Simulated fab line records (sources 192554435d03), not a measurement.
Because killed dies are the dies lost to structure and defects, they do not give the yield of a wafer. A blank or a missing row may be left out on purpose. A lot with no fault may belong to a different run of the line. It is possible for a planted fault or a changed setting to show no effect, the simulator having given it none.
Lot-split experiment	flow n5-finfet	on a route of 1938 steps: 7 lots, 21 wafers read

== THE SPLIT ==
At N5_GATE_CUT_ALD_22 (deposits SiNx, target thk 16 nm, pulse time 1 s, ald cycles 320), the setting ald-cycles was moved away from the recipe's 320 on 10 of the 21 wafers read, by -13.4% to +16.6%. The other wafers ran this setting at the recipe's value.

The reading is taken at the split's own step.

== THE READING ==
SiNx_of_GATE_CUT_ALD_22.thk-nm (the simulator's own value, which no gauge read), in nm, at N5_GATE_CUT_ALD_22 (deposits SiNx, target thk 16 nm, pulse time 1 s, ald cycles 320). The file does not state a usual value for it. Across the 11 wafers here that went through the recipe, the average is 16.0 nm and the standard deviation 0.057 nm.

wafer	tool, chamber at the split	ald-cycles as run	against the recipe	SiNx_of_GATE_CUT_ALD_22.thk-nm, nm	against lot-mates on the recipe
L074.1	ald-sin-02, 0	278	-13.1%	14	no lot-mate on the recipe
L074.5	ald-sin-02, 0	278	-13.1%	14	no lot-mate on the recipe
L074.3	ald-sin-02, 3	278	-13.1%	13.8	no lot-mate on the recipe
L083.2	ald-sin-01, 2	277	-13.4%	13.6	-2.3
L083.4	ald-sin-01, 2	320	recipe	15.8	-
L083.5	ald-sin-01, 1	320	recipe	16	-
L086.4	ald-sin-02, 2	354	+10.6%	17.6	+1.6
L086.5	ald-sin-02, 1	320	recipe	16	-
L086.6	ald-sin-02, 0	354	+10.6%	17.8	+1.8
L087.2	ald-sin-02, 1,0	320	recipe	16	-
L087.3	ald-sin-02, 1,0	320	recipe	16	-
L087.5	ald-sin-02, 1	373	+16.6%	18.6	+2.6
L091.1	ald-sin-01, 1	352	+10.0%	17.6	+1.6
L091.3	ald-sin-01, 3	320	recipe	16	-
L091.4	ald-sin-01, 2	352	+10.0%	17.4	+1.4
L093.2	ald-sin-01, 3	372	+16.3%	18.6	+2.6
L093.5	ald-sin-01, 0,1	320	recipe	16	-
L093.6	ald-sin-01, 0,1	320	recipe	16	-
L097.1	ald-sin-02, 3,2,3	320	recipe	16	-
L097.2	ald-sin-02, 3,2,3	320	recipe	16	-
L097.6	ald-sin-02, 3,2,3	320	recipe	16	-
If several chambers appear in one row, that row covers several wafers at once and the file leaves open which wafer was in which chamber.

THE FIT
A straight line over all 21 wafers: SiNx_of_GATE_CUT_ALD_22.thk-nm changes by +0.16 nm for each +1% of ald-cycles; r = +1.00; the points scatter about the line by 0.097 nm.
The same after taking each lot's own level away (the mean of its wafers on the recipe; 18 wafers): +0.161 nm for each +1%; r = +1.00; scatter 0.077 nm.
According to that fit, moving ald-cycles by its largest amount changes the reading by 2.7 nm.
Across the lots, their own levels run from 15.90 to 16.00 nm, a range of 1.7 times the standard deviation given above.
The two slopes are in agreement: the lot-to-lot level therefore moves the slope only a little.
Check: for one of the wafers moved furthest among these (+16.6%), held out of the fit, the line's prediction against its lot-mates is +2.65 nm. It came out at +2.6 nm against them.

== THESE WAFERS: OTHER SPLITS ==
Note: prior to the reading, these wafers also went through further splits. Each is held against what the fit with the lots' levels taken away leaves over:
other split on the same wafers	wafers away from the commonest value	r with SiNx_of_GATE_CUT_ALD_22.thk-nm (lot level and that fit taken away)
N5_SD_ACTIVATION_LSA_01 temp-c	6	-0.40
N5_HKMG_FIN_COAT_41 spin-rpm	4	-0.05
N5_HKMG_FIN_ETCH_54 cf4-flow-sccm	3	+0.25

== THE FILE'S OWN FIT ==
SiNx_of_GATE_CUT_ALD_22.thk-nm changes by +0.16 nm for each +1% of ald-cycles, r = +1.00.
